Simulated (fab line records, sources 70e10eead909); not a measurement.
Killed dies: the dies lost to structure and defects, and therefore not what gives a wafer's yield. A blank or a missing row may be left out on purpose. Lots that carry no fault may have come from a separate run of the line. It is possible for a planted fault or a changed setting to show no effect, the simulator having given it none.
fab line records ; flow nand_harc
[record] lots = 12; wafers = 36; last_day = 25
route steps=1159 shown A_CONTACT@942 A_M0@1015 A_BONDPAD@1080 THIN_TSV@1137 END@1159
lots untouched by any fault: they come from a run of this same line in which no faults occurred
start_h: start of the lot's first displayed wafer, in hours after the record's first day ; wait_h: hours since the lot's step before ; " the same as in the row above ; L1.1+2: a single row standing in for several wafers ; - either no value or no given start ; * or withheld: withheld ; < > ~ a bound
route shown NAME@n: NAME is a module with steps in the file, n the number in the route of the first one ; usual: mean and standard deviation over wafers with no fault ; same: alike in all rows ; chamber/n: place in a boat ; sites: the reading at each site ; _std_site: their standard deviation ; _edge_site: mean of outer sites minus mean of inner sites ; radius_mm: for every site, how far away it sits from the centre of the wafer ; mask NAME#n: copy n ; behind: the last tool/chamber to shape the wafer ; hold: the reason the lot was held/the length of the hold in hours/how it ended ; device: the n, p or np transistor that did not switch ; end of line: tests run on the same wafers once the route is complete ; step lacking rows: just its recipe ; killed: dies lost to structure and defects at the first sort, not the wafer's yield ; map: shows each die of a wafer: x if killed, . if not, _ if none is there
set.NAME: the run value of the setting; set.NAME@STEP: its run value at that earlier step ; model.NAME: the simulator's own value behind a step, which no gauge read
one table for each step of the route and one row for each wafer, over a sample of lots
services: from which hour (start_h, from the record's first day; less than 0 if before it) a tool's chamber was out of use, for how many hours, and why
[[steps]]
[step NHARC_A_CONTACT_ETCH_31]
[recipe] target_depth_a = 20000; over_etch_frac = 0.3; time_s = 520; ion_energy_ev = 150; o2_flow_sccm = 400; cos_flow_sccm = 20; ar_flow_sccm = 0; rf_w = 500; bias_w = 300; chemistry = O2/COS
[usual] bias_w = 299.9/0.89; drypump_motor_current_A = 5.7/0.41; oes_product_au = 1.000/0.0079; rf_vpp_V = 314.5/2.3; showerhead_plenum_p_Torr = 3.15/0.15; throttle_valve_pct = 28.329/0.009
lot.wafer;tool;chamber;start_h;wait_h;bias_w;drypump_motor_current_A;oes_product_au;rf_hours_counter_h;rf_vpp_V;showerhead_plenum_p_Torr;throttle_valve_pct
L670.1;rie_diel-13;0;385.44;-;301.0;5.6;0.995;38;314.7;3.15;28.342
L670.3;rie_diel-13;2;385.44;-;302.1;6.5;0.995;42;317.0;3.35;28.329
L670.6;rie_diel-13;0;385.44;-;299.3;5.7;1.017;-;315.1;3.15;28.322
L672.4;rie_diel-13;0;386.83;-;299.3;5.7;1.014;39;314.3;3.15;28.318
L672.1;rie_diel-13;3;386.83;-;300.0;5.4;0.992;43;312.8;2.89;28.327
L672.5;rie_diel-13;0;386.83;-;298.9;5.6;1.010;-;314.5;3.15;28.346
L673.1;rie_diel-04;0;387.28;-;299.1;5.9;1.006;18;315.0;3.18;28.338
L673.5;rie_diel-04;2;387.28;-;299.8;5.8;0.995;-;314.0;3.08;28.324
L673.6;rie_diel-04;3;387.28;-;301.0;5.1;1.004;-;312.4;2.97;28.341
L675.1;rie_diel-04;1;402.84;-;300.2;5.5;1.002;20;316.7;3.31;28.333
L675.4;rie_diel-04;0;402.84;-;299.0;5.9;1.011;20;314.0;3.18;28.324
L675.6;rie_diel-04;2;402.84;-;299.5;5.8;0.994;-;314.5;3.08;28.342
L674.4;rie_diel-04;1;403.92;-;300.1;5.5;1.010;21;317.0;3.31;28.314
L674.1;rie_diel-04;2;403.92;-;300.4;5.9;1.003;22;312.5;3.08;28.325
L674.6;rie_diel-04;1;403.92;-;298.3;5.5;0.993;-;316.1;3.31;28.320
L677.3;rie_diel-04;0;429.42;-;301.2;5.8;0.998;24;314.6;3.17;28.325
L677.4;rie_diel-04;1;429.42;-;302.5;5.5;1.003;24;317.0;3.31;28.338
L677.1;rie_diel-04;2;429.42;-;301.2;5.9;0.983;25;313.7;3.07;28.350
L687.1;rie_diel-13;3;483.25;-;299.0;5.4;0.999;9;317.6;3.37;28.331
L687.3;rie_diel-13;1;483.25;-;299.6;5.3;1.007;9;312.4;2.93;28.327
L687.4;rie_diel-13;2;483.25;-;299.8;6.5;1.007;8;316.9;3.33;28.334
L690.4;rie_diel-04;3;492.55;-;300.6;5.1;0.992;3;311.8;2.96;28.319
L690.3;rie_diel-04;1;492.55;-;298.9;5.5;1.000;3;315.1;3.30;28.321
L690.6;rie_diel-04;3;492.55;-;300.6;5.1;0.981;-;312.4;2.96;28.319
L689.1;rie_diel-04;2;498.20;-;299.0;5.9;1.001;4;313.3;3.07;28.328
L689.2;rie_diel-04;0;498.20;-;300.3;5.8;1.001;4;314.8;3.17;28.327
L689.3;rie_diel-04;1;498.20;-;299.7;5.4;1.009;4;317.2;3.30;28.320
L692.2;rie_diel-13;1;515.04;-;300.3;5.3;0.999;21;309.6;2.93;28.318
L692.4;rie_diel-13;2;515.04;-;299.5;6.6;0.994;22;316.7;3.33;28.341
L692.5;rie_diel-13;3;515.04;-;299.5;5.4;0.992;-;318.8;3.36;28.334
L691.2;rie_diel-04;2;516.67;-;300.3;5.8;0.988;7;313.6;3.07;28.328
L691.1;rie_diel-04;0;516.67;-;301.0;5.9;1.008;6;314.7;3.17;28.321
L691.6;rie_diel-04;2;516.67;-;299.4;5.8;0.993;-;313.8;3.07;28.321
L693.3;rie_diel-13;3;528.83;-;299.9;5.4;0.985;27;316.7;3.36;28.332
L693.1;rie_diel-13;2;528.83;-;301.4;6.5;0.999;27;316.5;3.32;28.337
L693.6;rie_diel-13;0;528.83;-;301.0;5.7;0.997;-;313.8;3.12;28.324
[step NHARC_A_M0_PVD_20]
[recipe] target_thk_a = 50; bias_v = 168.6; power_w = 15000; chamber_pressure_pa = 0.12; time_s = 8.06; substrate_temp_c = 50; material = TaN
[usual] throttle_valve_pct = 29.8/1.1
lot.wafer;tool;chamber;start_h;wait_h;throttle_valve_pct
L670.3;pvd_sputter-02;-;-;-;30.7
L670.1;pvd_sputter-02;-;-;-;31.4
L670.6;pvd_sputter-02;-;-;-;28.9
L672.1;pvd_sputter-03;-;-;-;29.7
L672.4;pvd_sputter-03;-;-;-;29.8
L672.5;pvd_sputter-03;-;-;-;27.4
L673.1;pvd_sputter-01;-;-;-;29.9
L673.5;pvd_sputter-01;-;-;-;29.7
L673.6;pvd_sputter-01;-;-;-;30.4
L675.1;pvd_sputter-03;-;-;-;27.8
L675.4;pvd_sputter-03;-;-;-;29.9
L675.6;pvd_sputter-03;-;-;-;29.6
L674.1;pvd_sputter-03;-;-;-;30.4
L674.4;pvd_sputter-03;-;-;-;29.8
L674.6;pvd_sputter-03;-;-;-;29.8
L677.4;pvd_sputter-03;-;-;-;29.6
L677.3;pvd_sputter-03;-;-;-;27.6
L677.1;pvd_sputter-03;-;-;-;29.8
L687.1;pvd_sputter-02;-;-;-;29.1
L687.4;pvd_sputter-02;-;-;-;31.4
L687.3;pvd_sputter-02;-;-;-;30.4
L690.4;pvd_sputter-03;-;-;-;30.0
L690.3;pvd_sputter-03;-;-;-;30.1
L690.6;pvd_sputter-03;-;-;-;29.8
L689.2;pvd_sputter-03;-;-;-;30.1
L689.1;pvd_sputter-03;-;-;-;28.2
L689.3;pvd_sputter-03;-;-;-;29.6
L692.2;pvd_sputter-03;-;-;-;29.6
L692.4;pvd_sputter-03;-;-;-;28.2
L692.5;pvd_sputter-03;-;-;-;29.6
L691.2;pvd_sputter-03;-;-;-;28.1
L691.1;pvd_sputter-03;-;-;-;29.6
L691.6;pvd_sputter-03;-;-;-;30.1
L693.1;pvd_sputter-01;-;-;-;30.4
L693.3;pvd_sputter-01;-;-;-;29.8
L693.6;pvd_sputter-01;-;-;-;30.4
[step NHARC_A_BONDPAD_ETCH_24]
[recipe] target_depth_a = 300; over_etch_frac = 0.3; time_s = 72.99; ion_energy_ev = 150; cf4_flow_sccm = 50; n2_flow_sccm = 100; ar_flow_sccm = 150; rf_w = 300; bias_w = 100; chemistry = CF4/N2
[usual] bias_w = 99.98/0.27; drypump_motor_current_A = 5.7/0.67; oes_product_au = 0.996/0.0099; rf_vpp_V = 315.0/1.9; showerhead_plenum_p_Torr = 2.68/0.096; throttle_valve_pct = 19.794/0.0092
lot.wafer;tool;chamber;start_h;wait_h;bias_w;drypump_motor_current_A;oes_product_au;rf_hours_counter_h;rf_vpp_V;showerhead_plenum_p_Torr;throttle_valve_pct
L670.3;rie_diel-03;0;-;-;100.13;6.5;0.987;1;317.3;2.77;19.798
L670.1;rie_diel-03;2;-;-;99.63;5.1;0.997;1;312.6;2.55;19.800
L670.6;rie_diel-03;0;-;-;99.95;6.5;0.979;-;315.5;2.77;19.787
L672.1;rie_diel-06;3;-;-;99.62;6.3;1.004;54;309.7;2.43;19.799
L672.4;rie_diel-06;1;-;-;99.52;6.5;1.003;62;315.6;2.72;19.791
L672.5;rie_diel-06;2;-;-;100.68;6.4;0.993;-;313.9;2.66;19.794
L673.1;rie_diel-06;0;-;-;99.89;5.9;1.003;64;315.4;2.66;19.788
L673.5;rie_diel-06;1;-;-;100.23;6.6;1.011;-;316.0;2.72;19.786
L673.6;rie_diel-06;2;-;-;99.98;6.4;0.986;-;314.0;2.66;19.795
L675.1;rie_diel-04;3;-;-;99.78;5.1;0.998;23;311.3;2.50;19.790
L675.4;rie_diel-04;2;-;-;100.46;5.9;0.995;24;312.3;2.59;19.799
L675.6;rie_diel-04;3;-;-;99.83;5.1;0.993;-;311.1;2.50;19.795
L674.4;rie_diel-04;0;-;-;99.72;5.8;0.997;24;314.6;2.67;19.792
L674.1;rie_diel-04;1;-;-;99.50;5.4;1.000;24;318.0;2.78;19.797
L674.6;rie_diel-04;3;-;-;99.74;5.1;0.982;-;311.8;2.50;19.811
L677.4;rie_diel-03;1;-;-;99.88;4.9;0.995;2;316.6;2.71;19.792
L677.3;rie_diel-03;2;-;-;99.99;5.0;1.003;2;311.5;2.55;19.799
L677.1;rie_diel-03;3;-;-;99.79;5.2;0.987;2;315.5;2.76;19.782
L687.1;rie_diel-03;1;-;-;99.75;4.8;0.989;4;316.1;2.71;19.804
L687.3;rie_diel-03;2;-;-;100.11;5.0;1.002;4;314.2;2.55;19.786
L687.4;rie_diel-03;0;-;-;99.97;6.5;0.995;4;315.0;2.76;19.801
L690.3;rie_diel-03;2;-;-;100.07;5.0;1.014;4;312.9;2.55;19.778
L690.4;rie_diel-03;3;-;-;100.03;5.3;0.982;4;317.2;2.76;19.806
L690.6;rie_diel-03;1;-;-;100.18;4.9;0.995;-;315.5;2.71;19.803
L689.3;rie_diel-03;1;-;-;99.87;4.8;0.995;5;315.0;2.71;19.819
L689.1;rie_diel-03;2;-;-;99.52;5.1;1.015;5;311.7;2.55;19.778
L689.2;rie_diel-03;3;-;-;99.95;5.2;0.998;4;314.3;2.76;19.794
L692.4;rie_diel-03;1;-;-;99.92;4.8;0.994;5;316.8;2.71;19.793
L692.2;rie_diel-03;0;-;-;100.30;6.5;1.002;4;316.2;2.76;19.798
L692.5;rie_diel-03;1;-;-;99.77;4.8;1.002;-;315.9;2.71;19.793
L691.2;rie_diel-03;2;-;-;100.28;5.0;0.996;5;313.4;2.55;19.796
L691.1;rie_diel-03;3;-;-;100.55;5.3;0.990;4;315.5;2.76;19.803
L691.6;rie_diel-03;1;-;-;100.13;4.8;0.994;-;315.1;2.71;19.784
L693.1;rie_diel-06;3;-;-;99.95;6.3;1.003;48;317.3;2.82;19.805
L693.3;rie_diel-06;1;-;-;100.08;6.6;1.009;48;317.2;2.70;19.789
L693.6;rie_diel-06;3;-;-;100.07;6.3;0.986;-;319.2;2.82;19.789
[step NHARC_THIN_TSV_PRE_CLEAN_54]
[recipe] time_s = 30; temp_c = 280; gas = H2/He
[usual] heater_power_w = 413/40
lot.wafer;tool;chamber;start_h;wait_h;heater_power_w
L670.3;pvd_sputter-02;-;502.20;0.3;374
L670.1;pvd_sputter-02;-;502.20;0.3;402
L670.6;pvd_sputter-02;-;502.20;0.3;447
L672.4;pvd_sputter-02;-;503.67;0.2;386
L672.1;pvd_sputter-02;-;503.67;0.2;412
L672.5;pvd_sputter-02;-;503.67;0.2;444
L673.1;pvd_sputter-02;-;507.07;0.9;459
L673.6;pvd_sputter-02;-;507.07;0.9;393
L673.5;pvd_sputter-02;-;507.07;0.9;448
L675.4;pvd_sputter-03;-;507.17;0.3;409
L675.1;pvd_sputter-03;-;507.17;0.3;469
L675.6;pvd_sputter-03;-;507.17;0.3;414
L674.1;pvd_sputter-02;-;509.37;0.1;373
L674.4;pvd_sputter-02;-;509.37;0.1;446
L674.6;pvd_sputter-02;-;509.37;0.1;383
L677.3;pvd_sputter-02;-;510.18;0.1;382
L677.1;pvd_sputter-02;-;510.18;0.1;449
L677.4;pvd_sputter-02;-;510.18;0.1;418
L687.1;pvd_sputter-01;-;539.05;0.0;477
L687.3;pvd_sputter-01;-;539.05;0.0;409
L687.4;pvd_sputter-01;-;539.05;0.0;480
L690.4;pvd_sputter-03;-;541.66;0.0;387
L690.3;pvd_sputter-03;-;541.66;0.0;316
L690.6;pvd_sputter-03;-;541.66;0.0;437
L689.2;pvd_sputter-02;-;546.63;0.1;406
L689.1;pvd_sputter-02;-;546.63;0.1;388
L689.3;pvd_sputter-02;-;546.63;0.1;435
L692.4;pvd_sputter-01;-;555.24;0.1;446
L692.2;pvd_sputter-01;-;555.24;0.1;464
L692.5;pvd_sputter-01;-;555.24;0.1;446
L691.1;pvd_sputter-03;-;563.96;0.1;389
L691.2;pvd_sputter-03;-;563.96;0.1;309
L691.6;pvd_sputter-03;-;563.96;0.1;452
L693.1;pvd_sputter-01;-;571.02;0.1;463
L693.3;pvd_sputter-01;-;571.02;0.1;466
L693.6;pvd_sputter-01;-;571.02;0.1;467
[step NHARC_END_SORT_01]
[recipe] temp_c = 25
[usual] killed_at_array = 26/11; killed_at_other = 0.4/0.78; killed_at_periphery = 3.4/2.4; killed_dies = 29/11; killed_open = 3.1/1.9; killed_short = 1.9/1.4
[same] gross_dies = 677
lot.wafer;tool;chamber;start_h;wait_h;killed_at_array;killed_at_other;killed_at_periphery;killed_dies;killed_open;killed_short
L677.1;prober-02;0;536.69;2.5;28;0;2;30;3;3
L677.3;prober-02;0;538.32;3.1;39;0;0;39;5;1
L677.4;prober-02;0;539.13;3.4;81;0;1;82;1;0
L674.1;prober-01;0;544.42;2.5;24;0;4;28;1;2
L674.4;prober-01;0;546.82;3.4;80;0;3;83;6;0
L674.6;prober-01;0;548.43;4.0;82;0;3;85;1;1
// killed by level:class
L677.1 A_CHANNEL_HOLE_D1:chamber_film_flake=14 A_SLIT:chamber_film_flake=5 A_STAIRCASE:chamber_film_flake=3 P_CONTACT:geometric_particle:open=1 P_CONTACT:geometric_particle:short=1 A_CHANNEL_FILL_D1:geometric_particle:short=1 A_CONTACT:geometric_particle:open=1 A_M0:geometric_particle:short=1
L677.3 A_CHANNEL_HOLE_D1:chamber_film_flake=19 A_SLIT:chamber_film_flake=9 A_WL_FILL:chamber_film_flake=3 A_STAIRCASE:chamber_film_flake=2 A_CHANNEL_HOLE_D1:geometric_particle:open=1 A_WL_FILL:geometric_particle:open=1 A_WL_FILL:geometric_particle:short=1 A_CONTACT:geometric_particle:open=1
L677.4 A_CONTACT:unspecified=64 A_CHANNEL_HOLE_D1:chamber_film_flake=7 A_WL_FILL:chamber_film_flake=3 A_STAIRCASE:chamber_film_flake=3 A_SLIT:chamber_film_flake=3 A_SGD_CUT:geometric_particle:open=1 P_ZERO_WELL:chamber_film_flake=1
L674.1 A_CHANNEL_HOLE_D1:chamber_film_flake=9 A_CONTACT:chamber_film_flake=4 P_CONTACT:chamber_film_flake=2 A_STAIRCASE:chamber_film_flake=2 A_M1:chamber_film_flake=2 A_CHANNEL_FILL_D1:geometric_particle:short=1 A_WL_FILL:geometric_particle:short=1 A_WL_FILL:geometric_particle:open=1
L674.4 A_CONTACT:unspecified=61 A_CHANNEL_HOLE_D1:chamber_film_flake=5 A_STAIRCASE:chamber_film_flake=3 A_CONTACT:geometric_particle:open=2 A_WL_FILL:chamber_film_flake=2 A_CONTACT:chamber_film_flake=2 P_CONTACT:geometric_particle:open=1 A_CHANNEL_FILL_D1:geometric_particle:open=1
L674.6 A_CONTACT:unspecified=58 A_STAIRCASE:chamber_film_flake=8 A_CONTACT:chamber_film_flake=8 A_CHANNEL_HOLE_D1:chamber_film_flake=7 P_CONTACT:geometric_particle:open=1 A_CONTACT:geometric_particle:short=1 P_ZERO_WELL:chamber_film_flake=1 P_CONTACT:chamber_film_flake=1
[[services]]
tool;chamber;start_h;hours;kind
pvd_sputter-03;-;374.65;0.7;repair
pvd_sputter-03;-;379.81;7.0;repair
pvd_sputter-02;-;392.00;10.0;pm
rie_diel-03;-;392.30;9.0;pm
rie_diel-04;3;397.47;2.3;repair
rie_diel-03;-;404.87;1.6;repair
pvd_sputter-01;-;408.67;0.8;repair
rie_diel-06;-;418.27;9.0;pm
pvd_sputter-01;-;432.53;90.5;repair
rie_diel-13;2;445.58;10.8;repair
rie_diel-13;-;453.25;9.0;pm
rie_diel-04;-;466.30;9.0;pm
rie_diel-03;-;467.76;0.7;repair
rie_diel-03;0;468.93;12.0;repair
rie_diel-03;3;472.55;14.5;repair
rie_diel-03;-;478.87;0.9;repair
pvd_sputter-03;-;496.82;10.0;pm
pvd_sputter-02;-;522.09;1.1;repair
pvd_sputter-01;-;523.04;10.0;pm
pvd_sputter-01;-;558.07;5.1;repair
pvd_sputter-02;-;559.11;4.2;repair
pvd_sputter-03;-;567.78;2.8;repair
rie_diel-03;-;569.30;9.0;pm
pvd_sputter-02;-;570.00;10.0;pm
[[key]]
[first_sign] step = NHARC_END_SORT_01; reading = killed_at_array; direction = up; sigmas = 5.2; usual = 26; struck = 81
[effect] step = NHARC_END_SORT_01; reading = killed_dies; direction = up; sigmas = 5; usual = 29; struck = 83
[more_kills_born_at] NHARC_A_CONTACT_ETCH_31@rie_diel-04 = 183
met_at NHARC_A_CONTACT_ETCH_31
struck_lots L674,L677
struck_wafers L674.4,L674.6,L677.4
tester_left_out L674,L677
not_acting_at NHARC_A_M0_PVD_20,NHARC_A_BONDPAD_ETCH_24,NHARC_THIN_TSV_PRE_CLEAN_54
onset_between 402.84 403.92
[fault] kind = chamber_particle_source; tool = rie_diel-04; chamber = 1; onset_h = 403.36; steps = NHARC_A_CONTACT_ETCH_31; rate_per_visit_cm2 = 0.73984; end_h = 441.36
// tester_left_out: of these lots the tester's yield and bins aren't shown, on N5 and GAA mostly nor the transistor test; their killed dies are dies lost to structure and defects alone, not to doping, threshold or leakage, so they don't give the yield
